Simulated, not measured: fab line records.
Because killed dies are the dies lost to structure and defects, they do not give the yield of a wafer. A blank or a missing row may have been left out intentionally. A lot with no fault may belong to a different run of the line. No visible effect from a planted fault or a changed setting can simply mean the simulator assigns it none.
Which tool did it? ; flow n5Finfet ; Sampling: 24 lots, 72 wafers, 5 of 1938 route steps

== WHAT EACH GAUGE READ, for each wafer ==
N5_BEOL_M11_OVL_MEAS_12. Usual: for M11_OVL the level is -0.4 nm and the standard deviation is 0.95.
lot;measured;on;M11_OVL (nm);flag
L074;day 10 09:29;overlay-01;-0.8 0.5 0.5;
L077;day 10 13:35;overlay-02;0.6 0.6 0.5;
L075;day 10 14:25;overlay-02;-0.9 -1.0 0.8;
L076;day 10 18:03;overlay-02;0.5 -1.3 -1.5;
L079;day 11 14:27;overlay-01;0.4 -0.3 0.7;
L078;day 11 15:11;overlay-01;0.1 0.8 0.1;
L080;day 11 15:34;overlay-02;-1.4 -1.1 -1.8;
L081;day 12 00:23;overlay-02;-1.0 -0.4 -0.6;
L083;day 12 04:52;overlay-01;1.4 0.8 0.3;
L082;day 12 05:13;overlay-01;1.3 0.2 0.2;
L084;day 12 13:53;overlay-01;-0.6 -2.1 -0.7;
L085;day 12 21:38;overlay-01;-1.2 -1.0 -1.0;
L086;day 13 04:55;overlay-01;-0.5 -2.5 -1.4;
L087;day 13 13:35;overlay-02;-1.0 -2.0 -0.7;
L088;day 13 22:09;overlay-01;-2.3 -0.5 -2.5;
L090;day 13 22:19;overlay-02;0.1 -0.3 -0.8;
L091;day 14 04:44;overlay-02;-1.0 -1.0 -0.2;
L089;day 14 06:47;overlay-01;-0.8 0.0 -1.0;
L092;day 14 21:25;overlay-02;2.1 -0.4 0.4;
L093;day 15 06:05;overlay-01;0.2 -0.1 0.0;
L095;day 15 06:58;overlay-02;0.5 0.7 -0.5;
L094;day 15 09:49;overlay-02;-1.0 -1.3 0.1;
L096;day 15 20:19;overlay-01;0.1 0.2 0.2;
L097;day 16 00:40;overlay-01;0.3 -0.1 -1.0;

N5_BEOL_M11_CD_MEAS_28 targets a cd of 70 nm. Usual: cdNm at 69.8 nm, with a standard deviation of 0.82.
lot;measured;on;cdNm (nm);flag
L074;day 10 13:19;cdSem-02;69.4 69.1 70.2;
L077;day 10 14:49;cdSem-02;69.1 69.5 68.8;
L075;day 10 15:48;cdSem-01;70.9 70.6 70.4;
L076;day 10 19:40;cdSem-01;71.0 70.0 70.4;
L079;day 11 18:03;cdSem-03;70.1 68.8 69.2;
L078;day 11 17:52;cdSem-03;69.0 69.8 68.7;
L080;day 11 18:13;cdSem-03;69.3 70.7 69.2;
L081;day 12 03:48;cdSem-03;71.5 71.1 72.2;
L083;day 12 07:36;cdSem-01;70.0 70.0 69.8;
L082;day 12 07:46;cdSem-01;68.5 69.6 68.0;
L084;day 12 16:23;cdSem-01;69.0 68.6 69.0;
L085;day 12 23:08;cdSem-01;70.7 70.6 70.3;
L086;day 13 07:40;cdSem-02;69.9 69.9 70.2;
L087;day 13 14:37;cdSem-01;68.6 68.4 69.4;
L088;day 13 23:39;cdSem-01;70.6 71.1 70.9;
L090;day 13 23:49;cdSem-02;70.1 69.2 69.7;
L091;day 14 05:41;cdSem-03;70.4 69.6 70.3;
L089;day 14 07:43;cdSem-01;68.3 69.9 69.6;
L092;day 14 23:05;cdSem-03;69.8 68.3 69.1;
L093;day 15 09:44;cdSem-01;70.1 69.4 68.8;
L095;day 15 08:52;cdSem-01;69.5 70.4 70.4;
L094;day 15 10:55;cdSem-02;70.4 71.1 69.5;
L096;day 15 21:58;cdSem-01;69.7 70.1 70.7;
L097;day 16 01:29;cdSem-01;69.5 69.5 68.0;

N5_BEOL_M11_INSPECT_58: inspects for defects (darkfield). Usual: rawDefectCount at 75, with a standard deviation of 24.
lot;measured;on;rawDefectCount;flag
L074;day 10 17:05;defectInspect-01;58 48 69;
L077;day 10 18:43;defectInspect-02;81 80 50;
L075;day 10 19:06;defectInspect-01;87 108 90;
L076;day 10 22:35;defectInspect-02;92 84 49;
L079;day 11 23:30;defectInspect-01;42 97 79;
L078;day 11 21:30;defectInspect-02;71 65 47;
L080;day 12 00:35;defectInspect-02;169 87 101;
L081;day 12 06:37;defectInspect-02;38 59 60;
L083;day 12 10:35;defectInspect-01;57 68 94;
L082;day 12 11:29;defectInspect-01;44 61 74;
L084;day 12 19:33;defectInspect-01;124 93 112;
L085;day 13 02:40;defectInspect-02;67 58 51;
L086;day 13 11:16;defectInspect-01;72 75 76;
L087;day 13 18:58;defectInspect-01;99 68 128;
L088;day 14 02:28;defectInspect-01;39 92 111;
L090;day 14 04:35;defectInspect-02;48 78 56;
L091;day 14 08:46;defectInspect-01;48 57 52;
L089;day 14 12:20;defectInspect-02;94 66 72;
L092;day 15 04:04;defectInspect-01;87 79 73;
L093;day 15 13:38;defectInspect-02;76 57 48;
L095;day 15 13:12;defectInspect-01;78 61 52;
L094;day 15 15:41;defectInspect-02;91 100 81;
L096;day 16 01:45;defectInspect-02;71 71 89;
L097;day 16 04:45;defectInspect-02;87 66 97;

N5_BEOL_M12_OVL_MEAS_11. Usual: for V11_OVL the level is -5 nm and the standard deviation is 5.2.
lot;measured;on;V11_OVL (nm);flag
L074;day 10 17:35;overlay-01;-15 -7 -15;
L077;day 10 19:13;overlay-01;1 -2 -2;
L075;day 10 19:37;overlay-01;-5 -4 -9;
L076;day 10 23:05;overlay-01;-3 -8 -10;
L079;day 12 00:01;overlay-01;-1 2 2;
L078;day 11 22:00;overlay-01;-1 1 2;
L080;day 12 01:05;overlay-01;-2 0 -9;
L081;day 12 07:07;overlay-02;-6 -6 2;
L083;day 12 11:13;overlay-02;-10 -6 -8;
L082;day 12 12:07;overlay-02;-13 -3 -10;
L084;day 12 20:03;overlay-01;-9 -3 -6;
L085;day 13 03:17;overlay-01;5 -7 -7;
L086;day 13 11:46;overlay-02;-6 -2 -6;
L087;day 13 19:35;overlay-01;0 0 -3;
L088;day 14 03:05;overlay-02;-6 -6 -10;
L090;day 14 05:06;overlay-02;-2 -5 -10;
L091;day 14 09:16;overlay-01;-8 -9 -9;
L089;day 14 12:58;overlay-01;-6 -4 -9;
L092;day 15 04:42;overlay-01;-13 -9 -2;
L093;day 15 14:08;overlay-01;-4 4 -7;
L095;day 15 13:42;overlay-01;-10 -10 -14;
L094;day 15 16:12;overlay-01;2 -8 -1;
L096;day 16 02:23;overlay-01;-1 -3 -13;
L097;day 16 05:15;overlay-01;4 -3 5;

== TOOL THAT RAN EACH LOT (tool first, then ch and the chambers of the sampled wafers, then the start) ==
lot;N5_BEOL_M11_PRE_CLEAN_45
L074;pvdSputter-02, day 10 14:44
L077;pvdSputter-02, day 10 17:05
L075;pvdSputter-01, day 10 17:36
L076;pvdSputter-01, day 10 20:57
L079;pvdSputter-03, day 11 20:46
L078;pvdSputter-01, day 11 19:45
L080;pvdSputter-01, day 11 22:22
L081;pvdSputter-01, day 12 05:04
L083;pvdSputter-01, day 12 08:47
L082;pvdSputter-01, day 12 09:33
L084;pvdSputter-02, day 12 17:41
L085;pvdSputter-01, day 13 00:26
L086;pvdSputter-03, day 13 09:07
L087;pvdSputter-01, day 13 17:21
L088;pvdSputter-01, day 14 00:53
L090;pvdSputter-03, day 14 01:19
L091;pvdSputter-02, day 14 06:54
L089;pvdSputter-03, day 14 09:07
L092;pvdSputter-03, day 15 00:44
L093;pvdSputter-02, day 15 11:14
L095;pvdSputter-03, day 15 10:37
L094;pvdSputter-02, day 15 14:04
L096;pvdSputter-02, day 15 23:49
L097;pvdSputter-03, day 16 02:59
- N5_BEOL_M11_PRE_CLEAN_45: time 30 s.

== AS READ BY THE TOOLS THEMSELVES (means over the sampled wafers that have a number; for cases with no such wafer, the mark the record gives instead) ==
N5_BEOL_M11_PRE_CLEAN_45. Usual: heaterPowerW at 339 W, with a standard deviation of 35.
lot;tool;heaterPowerW (W);flag
L074;pvdSputter-02;315;
L077;pvdSputter-02;352;
L075;pvdSputter-01;360;
L076;pvdSputter-01;347;
L079;pvdSputter-03;350;
L078;pvdSputter-01;368;
L080;pvdSputter-01;358;
L081;pvdSputter-01;330;
L083;pvdSputter-01;327;
L082;pvdSputter-01;320;
L084;pvdSputter-02;310;
L085;pvdSputter-01;333;
L086;pvdSputter-03;349;
L087;pvdSputter-01;344;
L088;pvdSputter-01;355;
L090;pvdSputter-03;355;
L091;pvdSputter-02;325;
L089;pvdSputter-03;366;
L092;pvdSputter-03;325;
L093;pvdSputter-02;348;
L095;pvdSputter-03;348;
L094;pvdSputter-02;331;
L096;pvdSputter-02;382;
L097;pvdSputter-03;333;

== THE ANSWER, worked out from the rows above alone ==
Rule: take the mean of a lot's wafers that have a number; if it is more than 3 standard deviations from the usual mean, the lot is off. A lot without any number at a reading at which 4 lots or more have one is off too. Where the step has rows for the other lots, those lots are counted as sound. First the gauges in route order, then the tools' own readings, where a lot's mean is used as printed above. At the first step where some lot is off, the reading lying furthest off is the one used; lots without a number count as furthest.
Across all readings shown, no lot is off: no conclusion can be drawn from this.

== WHAT WAS PUT IN BY THE SIMULATOR ==
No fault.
